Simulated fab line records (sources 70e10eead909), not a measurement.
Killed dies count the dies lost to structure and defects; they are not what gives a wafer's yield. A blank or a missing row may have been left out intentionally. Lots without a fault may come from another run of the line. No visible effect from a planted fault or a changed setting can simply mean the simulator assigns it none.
fab line records	flow nand_harc
record: lots: 5	wafers: 15	last_day: 33
route steps=1302 shown A_STAIRCASE@710
lots untouched by any fault: they come from a run of this same line in which no faults occurred
start_h: hours from the record's first day to the start of the lot's first wafer shown	wait_h: hours from the lot's prior step to this one	" the same as in the row above	L1.1+2: several wafers, shown together as one row	- either no value or no given start	* or withheld: withheld	< > ~ a bound
route shown NAME@n: NAME is a module with steps in the file, n the number in the route of the first one	usual: average and standard deviation across the fault-free wafers	same: alike in all rows	chamber/n: place in a boat	sites: the reading at each site	_std_site: how widely they spread, as a standard deviation	_edge_site: mean of outer sites minus mean of inner sites	radius_mm: for every site, how far away it sits from the centre of the wafer	mask NAME#n: copy n	behind: the tool/chamber that last shaped the wafer	hold: what put the lot on hold/how long, in hours/how the hold closed	device: which transistor (n, p or np) failed to switch	end of line: tests of these same wafers at the route's end	a step given without rows: its recipe and nothing more	killed: count of dies lost to structure and defects at first sort (not the wafer's yield)	map: the dies of a wafer, with x for killed, . for not killed, _ for no die there
set.NAME: the setting the step ran with; set.NAME@STEP: the setting that earlier step ran with	model.NAME: the simulator's own value behind a step, which no gauge read
lots at selected steps of the route; one table per step, one row per wafer
services: from which hour (start_h, from the record's first day; less than 0 if before it) a tool's chamber was out of use, for how many hours, and why
== steps ==
step: NHARC_A_STAIRCASE_TRIM_196
recipe: time_s: 211.2	o2_flow_sccm: 500	ar_flow_sccm: 0	bias_w: 0	chemistry: O2
usual: drypump_motor_current_A: 5.9/0.55	oes_product_au: 1.001/0.0075	rf_vpp_V: 57.8/0.92	showerhead_plenum_p_Torr: 3.53/0.14	throttle_valve_pct: 17.036/0.0093
lot.wafer	tool	chamber	start_h	wait_h	drypump_motor_current_A	oes_product_au	rf_hours_counter_h	rf_vpp_V	showerhead_plenum_p_Torr	throttle_valve_pct
L081.4	rie_diel-13	0	435.97	0.1	6.5	1.011	21	56.3	3.42	17.030
L081.1	"	1	"	"	6.6	0.997	27	57.8	3.61	17.028
L081.5	"	3	"	"	5.7	1.004	-	57.9	3.79	17.037
L086.3	rie_diel-05	2	474.16	0.1	6.2	0.996	19	57.5	3.41	17.038
L086.2	"	1	"	"	5.5	0.993	17	57.1	3.50	17.028
L086.6	"	2	"	"	6.2	0.993	-	56.7	3.41	17.046
L089.2	rie_diel-13	2	496.16	0.1	4.8	1.006	48	57.0	3.38	17.037
L089.3	"	0	"	"	6.4	1.008	44	57.6	3.41	17.036
L089.5	"	2	"	"	4.8	0.993	-	57.9	3.38	17.032
L094.2	rie_diel-05	1	552.27	0.1	5.5	0.997	51	59.1	3.48	17.036
L094.3	"	2	"	"	6.2	1.008	50	57.9	3.39	17.041
L094.6	"	1	"	"	5.5	0.999	-	57.7	3.48	17.032
L095.3	rie_diel-05	1	576.85	0.1	5.5	0.999	59	58.4	3.48	17.024
L095.6	"	1	"	"	5.6	0.990	-	56.4	3.48	17.028
L095.5	"	2	"	"	6.1	0.984	-	56.4	3.39	17.021
step: NHARC_A_STAIRCASE_ETCH_197
recipe: target_depth_a: 1000	time_s: 40.5	ion_energy_ev: 400	c4f8_flow_sccm: 20	o2_flow_sccm: 10	ar_flow_sccm: withheld	rf_w: 600	bias_w: 1000	chemistry: C4F8/O2
usual: oes_product_au: 0.953/0.017	rf_fwd_power_W: 592.5/3	rf_vpp_V: 896/5.4
lot.wafer	tool	chamber	start_h	wait_h	oes_product_au	rf_fwd_power_W	rf_hours_counter_h	rf_vpp_V
L081.1	rie_diel-13	0	-	-	0.950	592.2	21	894
L081.4	"	1	"	"	0.957	591.0	27	899
L081.5	"	3	"	"	0.943	593.5	-	906
L086.3	rie_diel-05	2	-	-	0.938	591.8	20	891
L086.2	"	3	"	"	0.955	595.3	19	894
L086.6	"	3	"	"	0.971	592.9	-	896
L089.2	rie_diel-13	3	-	-	0.942	591.9	45	906
L089.3	"	0	"	"	0.943	592.2	44	892
L089.5	"	3	"	"	0.943	593.3	-	904
L094.2	rie_diel-05	0	-	-	0.961	588.0	47	903
L094.3	"	1	"	"	0.968	594.5	51	895
L094.6	"	2	"	"	0.981	593.5	-	892
L095.3	rie_diel-05	0	-	-	0.976	592.8	53	903
L095.6	"	1	"	"	0.964	595.6	-	893
L095.5	"	2	"	"	0.959	593.0	-	889
step: NHARC_A_STAIRCASE_TRIM_198
recipe: time_s: 211.2	o2_flow_sccm: 500	ar_flow_sccm: 0	bias_w: 0	chemistry: O2
usual: drypump_motor_current_A: 6.0/0.56	oes_product_au: 1.000/0.0084	rf_vpp_V: 57.8/0.83	showerhead_plenum_p_Torr: 3.53/0.14	throttle_valve_pct: 17.037/0.0087
lot.wafer	tool	chamber	start_h	wait_h	drypump_motor_current_A	oes_product_au	rf_hours_counter_h	rf_vpp_V	showerhead_plenum_p_Torr	throttle_valve_pct
L081.1	rie_diel-13	3	-	-	5.7	0.994	24	58.8	3.79	17.045
L081.4	"	1	"	"	6.6	1.004	27	57.7	3.61	17.049
L081.5	"	2	"	"	4.8	1.004	-	58.7	3.39	17.043
L086.2	rie_diel-05	1	-	-	5.5	1.003	18	58.6	3.50	17.019
L086.3	"	2	"	"	6.2	0.998	20	59.7	3.41	17.039
L086.6	"	0	"	"	6.4	0.999	-	57.6	3.73	17.035
L089.3	rie_diel-13	0	-	-	6.5	1.006	44	57.5	3.41	17.036
L089.2	"	1	"	"	6.6	0.992	48	57.9	3.60	17.045
L089.5	"	0	"	"	6.5	1.003	-	57.7	3.41	17.030
L094.3	rie_diel-05	2	-	-	6.2	0.996	50	58.4	3.39	17.043
L094.2	"	1	"	"	5.5	0.999	51	56.7	3.48	17.029
L094.6	"	3	"	"	6.1	1.013	-	59.0	3.49	17.040
L095.3	rie_diel-05	3	-	-	6.1	1.012	52	58.7	3.49	17.047
L095.5	"	3	"	"	6.1	1.014	-	58.2	3.49	17.033
L095.6	"	0	"	"	6.4	0.995	-	58.3	3.71	17.029
step: NHARC_A_STAIRCASE_ETCH_199
recipe: target_depth_a: 1000	time_s: 40.5	ion_energy_ev: 400	c4f8_flow_sccm: 20	o2_flow_sccm: 10	ar_flow_sccm: withheld	rf_w: 600	bias_w: 1000	chemistry: C4F8/O2
usual: oes_product_au: 0.949/0.012	rf_fwd_power_W: 593/3.2	rf_vpp_V: 896/5.3
lot.wafer	tool	chamber	start_h	wait_h	oes_product_au	rf_fwd_power_W	rf_hours_counter_h	rf_vpp_V
L081.1	rie_diel-13	0	-	-	0.961	592	21	892
L081.4	"	2	"	"	0.938	597	29	893
L081.5	"	0	"	"	0.960	593	-	892
L086.2	rie_diel-05	0	-	-	0.947	596	17	904
L086.3	"	2	"	"	0.937	591	21	892
L086.6	"	0	"	"	0.933	595	-	905
L089.3	rie_diel-13	3	-	-	0.946	594	45	905
L089.2	"	0	"	"	0.940	592	44	891
L089.5	"	3	"	"	0.958	596	-	905
L094.2	rie_diel-05	0	-	-	0.957	594	47	902
L094.3	"	2	"	"	0.956	590	50	890
L094.6	"	1	"	"	0.963	598	-	894
L095.3	rie_diel-05	2	-	-	0.950	595	58	890
L095.5	"	1	"	"	0.967	597	-	894
L095.6	"	2	"	"	0.958	591	-	890
step: NHARC_A_STAIRCASE_TRIM_200
recipe: time_s: 211.2	o2_flow_sccm: 500	ar_flow_sccm: 0	bias_w: 0	chemistry: O2
usual: drypump_motor_current_A: 5.9/0.57	oes_product_au: 0.999/0.0074	rf_vpp_V: 57.8/0.92	showerhead_plenum_p_Torr: 3.53/0.15	throttle_valve_pct: 17.037/0.0092
lot.wafer	tool	chamber	start_h	wait_h	drypump_motor_current_A	oes_product_au	rf_hours_counter_h	rf_vpp_V	showerhead_plenum_p_Torr	throttle_valve_pct
L081.1	rie_diel-13	1	-	-	6.6	1.011	27	56.4	3.61	17.045
L081.4	"	2	"	"	4.8	0.990	29	59.3	3.39	17.040
L081.5	"	0	"	"	6.5	1.008	-	58.7	3.42	17.045
L086.2	rie_diel-05	1	-	-	5.5	1.000	18	57.1	3.50	17.038
L086.3	"	2	"	"	6.2	0.995	21	57.9	3.41	17.040
L086.6	"	3	"	"	6.1	1.005	-	57.5	3.51	17.034
L089.2	rie_diel-13	2	-	-	4.8	0.999	49	57.5	3.38	17.045
L089.3	"	0	"	"	6.5	1.011	44	59.2	3.41	17.031
L089.5	"	2	"	"	4.8	0.995	-	58.7	3.38	17.034
L094.2	rie_diel-05	2	-	-	6.2	0.995	50	57.5	3.39	17.033
L094.3	"	3	"	"	6.1	0.999	45	58.6	3.49	17.034
L094.6	"	1	"	"	5.5	0.993	-	57.9	3.48	17.022
L095.3	rie_diel-05	2	-	-	6.2	1.012	58	58.2	3.39	17.050
L095.5	"	1	"	"	5.5	1.008	-	59.5	3.48	17.047
L095.6	"	2	"	"	6.2	0.998	-	57.8	3.39	17.042
step: NHARC_A_STAIRCASE_ETCH_201
recipe: target_depth_a: 1000	time_s: 40.5	ion_energy_ev: 400	c4f8_flow_sccm: 20	o2_flow_sccm: 10	ar_flow_sccm: withheld	rf_w: 600	bias_w: 1000	chemistry: C4F8/O2
usual: oes_product_au: 0.945/0.0092	rf_fwd_power_W: 592.5/2.8	rf_vpp_V: 896/5.2
lot.wafer	tool	chamber	start_h	wait_h	oes_product_au	rf_fwd_power_W	rf_hours_counter_h	rf_vpp_V
L081.1	rie_diel-13	2	-	-	0.958	596.5	29	889
L081.4	"	3	"	"	0.945	593.0	24	906
L081.5	"	1	"	"	0.944	591.9	-	900
L086.2	rie_diel-05	2	-	-	0.935	588.8	21	892
L086.3	"	0	"	"	0.941	592.7	17	903
L086.6	"	2	"	"	0.949	590.6	-	891
L089.2	rie_diel-13	2	-	-	0.939	597.0	49	891
L089.3	"	0	"	"	0.944	590.3	44	892
L089.5	"	3	"	"	0.961	594.4	-	905
L094.3	rie_diel-05	1	-	-	0.941	592.7	51	895
L094.2	"	3	"	"	0.967	590.3	45	896
L094.6	"	1	"	"	0.955	594.8	-	894
L095.3	rie_diel-05	2	-	-	0.946	590.8	58	890
L095.6	"	2	"	"	0.948	587.5	-	890
L095.5	"	3	"	"	0.957	593.3	-	894
step: NHARC_A_STAIRCASE_TRIM_202
recipe: time_s: 211.2	o2_flow_sccm: 500	ar_flow_sccm: 0	bias_w: 0	chemistry: O2
usual: drypump_motor_current_A: 5.9/0.58	oes_product_au: 1.001/0.0081	rf_vpp_V: 57.9/0.9	showerhead_plenum_p_Torr: 3.53/0.15	throttle_valve_pct: 17.036/0.0091
lot.wafer	tool	chamber	start_h	wait_h	drypump_motor_current_A	oes_product_au	rf_hours_counter_h	rf_vpp_V	showerhead_plenum_p_Torr	throttle_valve_pct
L081.1	rie_diel-13	0	-	-	6.5	1.004	22	57.3	3.42	17.029
L081.4	"	1	"	"	6.6	0.994	27	57.6	3.61	17.027
L081.5	"	3	"	"	5.7	1.003	-	57.7	3.79	17.052
L086.2	rie_diel-05	1	-	-	5.5	0.992	18	58.2	3.50	17.046
L086.3	"	0	"	"	6.4	0.990	17	57.8	3.73	17.040
L086.6	"	2	"	"	6.2	1.004	-	58.1	3.41	17.031
L089.2	rie_diel-13	3	-	-	5.7	0.997	45	58.3	3.78	17.041
L089.3	"	0	"	"	6.4	0.995	44	57.7	3.41	17.025
L089.5	"	1	"	"	6.6	1.000	-	58.4	3.60	17.018
L094.3	rie_diel-05	0	-	-	6.4	0.995	47	59.2	3.71	17.034
L094.2	"	2	"	"	6.2	1.001	50	57.9	3.39	17.022
L094.6	"	0	"	"	6.4	1.003	-	59.1	3.71	17.041
L095.3	rie_diel-05	3	-	-	6.1	0.993	52	57.7	3.49	17.036
L095.5	"	2	"	"	6.2	0.989	-	57.3	3.39	17.038
L095.6	"	3	"	"	6.1	1.007	-	57.4	3.49	17.041
step: NHARC_A_STAIRCASE_ETCH_203
recipe: target_depth_a: 1000	time_s: 40.5	ion_energy_ev: 400	c4f8_flow_sccm: 20	o2_flow_sccm: 10	ar_flow_sccm: withheld	rf_w: 600	bias_w: 1000	chemistry: C4F8/O2
usual: oes_product_au: 0.944/0.0085	rf_fwd_power_W: 593/3	rf_vpp_V: 896/5.4
lot.wafer	tool	chamber	start_h	wait_h	oes_product_au	rf_fwd_power_W	rf_hours_counter_h	rf_vpp_V
L081.1	rie_diel-13	0	-	-	0.953	593	22	892
L081.4	"	1	"	"	0.956	592	27	901
L081.5	"	3	"	"	0.940	594	-	906
L086.3	rie_diel-05	3	-	-	0.939	594	20	894
L086.2	"	0	"	"	0.928	591	17	903
L086.6	"	2	"	"	0.920	584	-	891
L089.3	rie_diel-13	0	-	-	0.947	592	44	892
L089.2	"	3	"	"	0.964	595	45	906
L089.5	"	1	"	"	0.941	592	-	899
L094.2	rie_diel-05	3	-	-	0.950	593	45	894
L094.3	"	0	"	"	0.942	593	47	903
L094.6	"	2	"	"	0.951	591	-	890
L095.3	rie_diel-05	1	-	-	0.951	595	59	893
L095.5	"	0	"	"	0.945	594	-	904
L095.6	"	1	"	"	0.949	598	-	895
step: NHARC_A_STAIRCASE_STRIP_205
recipe: power_w: 1500	temp_c: 250	chemistry: O2
usual: drypump_motor_current_A: 6.0/0.64	heater_power_w: 349/52
lot.wafer	tool	chamber	start_h	wait_h	drypump_motor_current_A	heater_power_w	rf_hours_counter_h
L081.1	plasma_asher-01	1	437.18	0.2	6.5	371	16
L081.4	"	1	"	"	6.5	370	-
L081.5	"	0	"	"	6.5	291	-
L086.2	plasma_asher-02	1	476.31	0.1	4.9	312	36
L086.3	"	1	"	"	4.9	308	-
L086.6	"	1	"	"	4.9	313	-
L089.2	plasma_asher-01	1	497.23	0.1	6.5	378	32
L089.3	"	1	"	"	6.5	369	-
L089.5	"	0	"	"	6.5	284	-
L094.2	plasma_asher-02	0	553.33	0.1	5.9	429	15
L094.3	"	0	"	"	5.9	420	-
L094.6	"	0	"	"	5.9	431	-
L095.3	plasma_asher-02	0	578.05	0.2	5.9	433	-
L095.5	"	1	"	"	4.9	349	-
L095.6	"	0	"	"	5.9	433	-
step: NHARC_A_STAIRCASE_STRIP_206
recipe: time_s: 900	temp_c: 130	chemistry: SPM
lot.wafer	tool	chamber	start_h	wait_h
L081.1+5+4	wet_bench-03	6,1,2	437.54	0.3
L086.2+3+6	wet_bench-04	7,0,1	476.66	0.3
L089.3+5+2	wet_bench-02	7,1,3	497.58	0.2
L094.3+6+2	wet_bench-03	5,6,1	553.68	0.2
L095.3+5+6	wet_bench-02	3,4,5	578.27	0.2
step: NHARC_A_STAIRCASE_PRECLEAN_207
recipe: time_s: *	temp_c: 50	bath_age_min: 0	chemistry: SC1
lot.wafer	tool	chamber	start_h	wait_h
L081.1+5+4	wet_bench-03	6,1,2	-	-
L086.2+3+6	wet_bench-04	7,0,1	-	-
L089.3+5+2	wet_bench-02	7,1,3	-	-
L094.3+6+2	wet_bench-03	5,6,1	-	-
L095.3+5+6	wet_bench-02	3,4,5	-	-
== services ==
tool	chamber	start_h	hours	kind
rie_diel-05	0	418.10	-	clean
rie_diel-05	1	418.10	-	clean
rie_diel-05	2	418.10	-	clean
rie_diel-05	3	418.10	-	clean
wet_bench-02	-	420.00	8.0	pm
wet_bench-02	-	432.70	2.2	repair
rie_diel-13	3	439.10	9.3	repair
rie_diel-05	0	442.60	-	clean
rie_diel-05	1	442.60	-	clean
rie_diel-05	2	442.60	-	clean
rie_diel-05	3	442.60	-	clean
rie_diel-13	-	463.34	0.9	repair
rie_diel-05	0	467.10	-	clean
plasma_asher-02	-	480.22	9.0	pm
wet_bench-04	-	492.38	7.5	repair
rie_diel-13	0	506.52	13.2	repair
rie_diel-05	1	511.35	3.4	repair
plasma_asher-01	-	519.34	9.0	pm
rie_diel-13	-	521.54	9.0	pm
wet_bench-03	-	524.30	4.1	repair
rie_diel-13	2	534.40	2.0	repair
wet_bench-03	-	562.40	8.0	pm
wet_bench-02	-	563.55	7.6	repair
plasma_asher-01	-	571.04	2.8	repair
== key ==
fault none
